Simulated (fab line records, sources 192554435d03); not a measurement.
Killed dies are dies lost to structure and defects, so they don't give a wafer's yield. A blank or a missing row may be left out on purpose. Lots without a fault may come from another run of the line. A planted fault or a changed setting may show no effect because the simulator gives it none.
Chamber matching | flow n5_finfet | N5_MOL_CONTACT_COAG_STRIP_96 on rie_diel-01: 4 sister chambers
The step strips in N2/H2. 18 wafers are shown with their chamber, then 9 later ones without.

WAFERS WITH THEIR CHAMBER
wafer  | chamber | drypump_motor_current_A (A) | throttle_valve_pct (%) | oes_product_au (a.u.)
L677.1 | 3       | 6.4                         | 18.9                   | 0.69
L677.4 | 1       | 6.0                         | 19.0                   | 0.89
L677.5 | 1       | 6.0                         | 19.0                   | 0.90
L679.1 | 2       | 6.5                         | 19.3                   | 0.79
L679.5 | 0       | 5.7                         | 18.4                   | 0.76
L679.6 | 1       | 6.0                         | 19.1                   | 0.88
L681.1 | 1       | 6.0                         | 19.1                   | 0.88
L681.3 | 0       | 5.7                         | 18.4                   | 0.76
L681.6 | 1       | 6.0                         | 19.1                   | 0.88
L682.1 | 1       | 6.0                         | 19.1                   | 0.88
L682.2 | 0       | 5.7                         | 18.4                   | 0.76
L682.4 | 2       | 6.4                         | 19.3                   | 0.79
L683.3 | 0       | 5.6                         | 18.4                   | 0.76
L683.4 | 3       | 6.4                         | 18.5                   | 0.97
L683.5 | 2       | 6.4                         | 19.3                   | 0.78
L684.2 | 2       | 6.5                         | 19.3                   | 0.78
L684.5 | 3       | 6.4                         | 18.5                   | 0.96
L684.6 | 2       | 6.4                         | 19.3                   | 0.77

SIGNATURES (means of the wafers above)
reading                 | chamber 0 | chamber 1 | chamber 2 | chamber 3 | scatter within a chamber
drypump_motor_current_A | 5.675     | 6.000     | 6.440     | 6.400     | 0.0373
throttle_valve_pct      | 18.400    | 19.067    | 19.300    | 18.633    | 0.0926
oes_product_au          | 0.7600    | 0.8850    | 0.7820    | 0.8733    | 0.0604
Rule: a wafer's distance from a chamber is the root of the sum, over the readings, of the square of ((its reading less the chamber's mean) divided by the reading's scatter). The wafer belongs to the nearest chamber; if the next one is less than 2 further off, it can't be placed. The scatter: the root of (the sum of the squares of (reading less its chamber's mean) over the shown wafers, divided by (wafers less chambers)).

WAFERS WITHOUT THEIR CHAMBER
wafer  | drypump_motor_current_A (A) | throttle_valve_pct (%) | oes_product_au (a.u.)
L687.1 | 6.4                         | 19.3                   | 0.77
L687.5 | 6.5                         | 19.3                   | 0.77
L687.6 | 5.7                         | 18.4                   | 0.74
L688.3 | 6.5                         | 19.3                   | 0.76
L688.5 | 6.4                         | 19.3                   | 0.76
L688.6 | 5.7                         | 18.4                   | 0.74
L695.1 | 6.0                         | 19.1                   | 0.84
L695.2 | 6.4                         | 19.3                   | 0.76
L695.5 | 5.7                         | 18.5                   | 0.73

WHICH CHAMBER EACH WENT THROUGH
wafer  | from the rows above | in truth
L687.1 | 2                   | 2
L687.5 | 2                   | 2
L687.6 | 0                   | 0
L688.3 | 2                   | 2
L688.5 | 2                   | 2
L688.6 | 0                   | 0
L695.1 | 1                   | 1
L695.2 | 2                   | 2
L695.5 | 0                   | 0
Placed correctly: 9 of 9. Can't be placed from these rows: 0. Placed wrongly: 0.
